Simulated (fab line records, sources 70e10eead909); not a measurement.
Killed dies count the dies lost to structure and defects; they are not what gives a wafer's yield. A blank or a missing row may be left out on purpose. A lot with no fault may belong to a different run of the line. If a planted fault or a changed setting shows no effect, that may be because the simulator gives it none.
Problem report, 8D (eight disciplines) form, completed by code ; flow nandHarc ; the parts of the form that need people (team, actions taken, sign-off) are left out

== 1. WHAT WENT WRONG ==
Mean of killedAtPeriphery at NHARC_END_SORT_01: 49.0 across 6 wafers in 2 lots; on wafers with no fault it is 3.6 (standard deviation 2.4). That puts it +19 standard deviations away from the usual mean.
Earliest sighting: wafer L228.1 on prober-01 at day 29 10:19. The record has a number at this step for 6 wafers belonging to 2 lots. By rule, "out" or "out of limits" means more than 4 standard deviations away from the usual mean. The rest of the wafers with a number are treated as sound.

== 2. WHAT IT IS AND WHAT IT IS NOT ==
question;is;is not
which readings at this step;killedAtPeriphery;killedAtOther, killedOpen, killedShort
which lots;L228, L229;-
which wafers of those lots;all that have a number;-
read on which gauges;prober-01;-
when;from day 29 10:19;up to then (0 sound wafers)

== 3. SUSPECTS, AND WHAT RULES EACH OUT ==
Counting: a tool stays on the suspect list if, at a process step up to the reading, it processed all lots that are out and no sound lot following the first of them.
- the gauge at NHARC_END_SORT_01: kept. All the wafers that are out were read on prober-01, and no step on other tools shows them out.
- pecvd-02 at NHARC_P_M2_PRE_CLEAN_32 (time 12 s): kept. It ran every lot that is out, first L228 (day 11 07:47), and no sound lot after that.
- rieSi-06 at NHARC_THIN_TSV_ETCH_15 (target depth 3000 nm, bosch target overetch cycles 2, bosch etch step 2.8 s): kept. It ran every lot that is out, first L228 (day 28 17:32), and no sound lot after that.
- plasmaAsher-02 at NHARC_THIN_TSV_STRIP_45 (strips in O2): kept. It ran every lot that is out, first L228 (day 28 17:46), and no sound lot after that.
Left after counting: pecvd-02 at NHARC_P_M2_PRE_CLEAN_32, rieSi-06 at NHARC_THIN_TSV_ETCH_15, plasmaAsher-02 at NHARC_THIN_TSV_STRIP_45, prober-01 at NHARC_END_SORT_01.

== 4. THE CAUSE (what the simulator had put in) ==
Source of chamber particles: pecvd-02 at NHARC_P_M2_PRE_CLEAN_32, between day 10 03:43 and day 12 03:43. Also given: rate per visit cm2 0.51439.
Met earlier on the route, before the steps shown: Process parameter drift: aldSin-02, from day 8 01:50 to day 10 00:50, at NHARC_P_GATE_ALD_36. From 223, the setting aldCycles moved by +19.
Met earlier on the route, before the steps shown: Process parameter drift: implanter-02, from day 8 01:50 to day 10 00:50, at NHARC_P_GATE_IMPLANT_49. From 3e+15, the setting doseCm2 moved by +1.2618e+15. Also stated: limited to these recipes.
4 suspects survive the count, and this tool is in that group.

== 5. THE EFFECT CHAIN, in route order ==
Each row: a reading where the mean over the struck wafers with a number is more than 3 standard deviations away from the usual. Only readings for which the record gives a usual standard deviation are gone through. hours: the time from each lot's start at the first step in this table that gives one to its start at this step, as a median over the lots. sigmas: the change in usual standard deviations.
hours;step;reading;usual;on struck wafers;change;sigmas
0;NHARC_END_SORT_01;killedAtPeriphery;3.6;49.0;+45.4;+19

== 6. HOW IT WOULD HAVE BEEN CAUGHT EARLIER ==
463 hours passed between the start of the fault at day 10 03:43 and the first reading out of limits at a measuring or inspecting step in this record, taken at day 29 10:19.
Of the tool readings at NHARC_P_M2_PRE_CLEAN_32 for which the record gives a usual standard deviation, none was out on any struck wafer, so an alarm limit of 4 standard deviations on them would not have fired.
Each of the lots that are out, 2 in all, had begun NHARC_P_M2_PRE_CLEAN_32 on pecvd-02 no later than day 29 10:19. Had the tool been put on hold then, not one of them would have been saved.
